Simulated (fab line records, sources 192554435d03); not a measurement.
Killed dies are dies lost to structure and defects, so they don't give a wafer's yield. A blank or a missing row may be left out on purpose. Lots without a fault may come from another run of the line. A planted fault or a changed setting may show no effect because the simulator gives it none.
Which tool did it? | flow n5_finfet | 11 lots, 33 wafers sampled, at 5 steps of a route of 1938

WHAT THE GAUGES READ, wafer by wafer
N5_BEOL_M12_INSPECT_55: inspects for defects (darkfield). Usual: raw_defect_count 73, standard deviation 25.
lot  | measured     | on                | raw_defect_count | flag
L414 | day 10 13:35 | defect_inspect-02 | 99 55 39         |
L416 | day 11 02:35 | defect_inspect-01 | 68 93 59         |
L417 | day 11 14:18 | defect_inspect-02 | 78 91 53         |
L420 | day 12 03:56 | defect_inspect-01 | 53 45 60         |
L421 | day 12 15:50 | defect_inspect-01 | 71 58 70         |
L429 | day 15 05:02 | defect_inspect-01 | 90 65 91         |
L428 | day 15 07:28 | defect_inspect-02 | 113 65 74        |
L430 | day 15 07:38 | defect_inspect-01 | 44 48 62         |
L431 | day 15 14:25 | defect_inspect-01 | 83 104 78        |
L434 | day 16 09:37 | defect_inspect-01 | 104 94 58        |
L437 | day 17 15:10 | defect_inspect-01 | 72 53 100        |

N5_BEOL_M13_CD_MEAS_10: target cd 190 nm. Usual: cd_nm 190.0 nm, standard deviation 1.7.
lot  | measured     | on        | cd_nm (nm)        | flag
L414 | day 10 14:05 | cd_sem-02 | 189.7 189.5 190.3 |
L416 | day 11 03:08 | cd_sem-03 | 191.7 191.1 190.1 |
L417 | day 11 14:47 | cd_sem-03 | 188.6 189.4 190.6 |
L420 | day 12 04:26 | cd_sem-03 | 191.6 189.7 189.3 |
L421 | day 12 16:30 | cd_sem-03 | 187.0 186.0 189.3 |
L429 | day 15 05:39 | cd_sem-02 | 192.5 190.2 192.2 |
L428 | day 15 07:58 | cd_sem-02 | 191.0 191.7 192.2 |
L430 | day 15 08:08 | cd_sem-03 | 191.7 192.8 192.8 |
L431 | day 15 15:02 | cd_sem-02 | 189.1 191.5 191.3 |
L434 | day 16 10:14 | cd_sem-02 | 189.5 192.5 190.0 |
L437 | day 17 15:47 | cd_sem-01 | 189.3 191.1 188.9 |

N5_BEOL_M13_OVL_MEAS_11. Usual: V12_OVL 6 nm, standard deviation 5.
lot  | measured     | on         | V12_OVL (nm) | flag
L414 | day 10 14:07 | overlay-02 | 10 11 17     |
L416 | day 11 03:10 | overlay-02 | 4 5 0        |
L417 | day 11 14:49 | overlay-01 | 8 0 11       |
L420 | day 12 04:28 | overlay-02 | 5 7 6        |
L421 | day 12 16:32 | overlay-01 | 11 10 15     |
L429 | day 15 05:41 | overlay-01 | 7 3 8        |
L428 | day 15 07:59 | overlay-01 | 31 34 37     | OFF
L430 | day 15 08:10 | overlay-02 | 42 37 37     | OFF
L431 | day 15 15:04 | overlay-02 | 3 7 4        |
L434 | day 16 10:16 | overlay-02 | 7 3 20       |
L437 | day 17 15:49 | overlay-01 | 11 7 11      |

WHICH TOOL RAN EACH LOT (tool, then ch and the chambers of the sampled wafers, then the start)
lot  | N5_BEOL_M12_DEGAS_41         | N5_BEOL_M13_EXPOSE_07
L414 | pvd_sputter-02, day 10 12:20 | krf_scanner-01 ch 0, day 10 13:55
L416 | pvd_sputter-01, day 11 01:05 | krf_scanner-01 ch 0, day 11 02:58
L417 | pvd_sputter-01, day 11 13:03 | krf_scanner-01 ch 0, day 11 14:37
L420 | pvd_sputter-01, day 12 02:42 | krf_scanner-01 ch 0, day 12 04:16
L421 | pvd_sputter-03, day 12 14:29 | krf_scanner-02 ch 0, day 12 16:20
L429 | pvd_sputter-01, day 15 03:02 | krf_scanner-02 ch 0, day 15 05:29
L428 | pvd_sputter-01, day 15 06:13 | krf_scanner-02 ch 0, day 15 07:47
L430 | pvd_sputter-02, day 15 06:23 | krf_scanner-02 ch 0, day 15 07:58
L431 | pvd_sputter-01, day 15 13:08 | krf_scanner-01 ch 0, day 15 14:52
L434 | pvd_sputter-01, day 16 08:08 | krf_scanner-01 ch 0, day 16 10:04
L437 | pvd_sputter-02, day 17 13:54 | krf_scanner-01 ch 0, day 17 15:37
- N5_BEOL_M12_DEGAS_41: time 60 s.
- N5_BEOL_M13_EXPOSE_07: exposes mask V12.

WHAT THE TOOLS THEMSELVES READ (means of the sampled wafers that have a number; where no wafer has one, the mark that the record gives instead)
N5_BEOL_M12_DEGAS_41. Usual: heater_power_w 326 W, standard deviation 28.
lot  | tool           | heater_power_w (W) | flag
L414 | pvd_sputter-02 | 327                |
L416 | pvd_sputter-01 | 328                |
L417 | pvd_sputter-01 | 332                |
L420 | pvd_sputter-01 | 319                |
L421 | pvd_sputter-03 | 331                |
L429 | pvd_sputter-01 | 316                |
L428 | pvd_sputter-01 | 322                |
L430 | pvd_sputter-02 | 348                |
L431 | pvd_sputter-01 | 314                |
L434 | pvd_sputter-01 | 316                |
L437 | pvd_sputter-02 | 357                |

N5_BEOL_M13_EXPOSE_07. Usual: stage_vel_mm_s 500.02 mm/s, standard deviation 0.25.
lot  | tool           | stage_vel_mm_s (mm/s) | flag
L414 | krf_scanner-01 | 500.12                |
L416 | krf_scanner-01 | 499.91                |
L417 | krf_scanner-01 | 499.85                |
L420 | krf_scanner-01 | 499.81                |
L421 | krf_scanner-02 | 499.65                |
L429 | krf_scanner-02 | 499.86                |
L428 | krf_scanner-02 | 500.00                |
L430 | krf_scanner-02 | 500.43                |
L431 | krf_scanner-01 | 500.01                |
L434 | krf_scanner-01 | 499.89                |
L437 | krf_scanner-01 | 500.31                |

THE ANSWER, worked out from the rows above alone
Rule: a lot is off if the mean of its wafers that have a number lies more than 3 standard deviations from the usual mean. A lot without any number at a reading at which 4 lots or more have one is off too. The other lots that the step has rows for count as sound. The gauges are gone through in route order, then the tools' own readings, and for those a lot's mean is taken as printed above. The first step at which some lot is off is used, and at that step the reading that is off furthest; a lot without a number counts as furthest.
Off: L428, L430, at N5_BEOL_M13_OVL_MEAS_11 (V12_OVL).
A tool fits if, at a process step before that reading, it ran every lot that is off, and no sound lot after the first of them. The gauges at N5_BEOL_M13_OVL_MEAS_11 are tried like those tools. One fits: krf_scanner-02 at N5_BEOL_M13_EXPOSE_07. Its last sound lot is L429 (day 15 05:29), its first lot that is off L428 (day 15 07:47): a fault that began between those two fits.

WHAT THE SIMULATOR HAD PUT IN
Scanner matching overlay: krf_scanner-02, from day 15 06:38 on, at N5_BEOL_M13_EXPOSE_07. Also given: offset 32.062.
Lots struck among those shown: L428, L430. The rule above found the same.
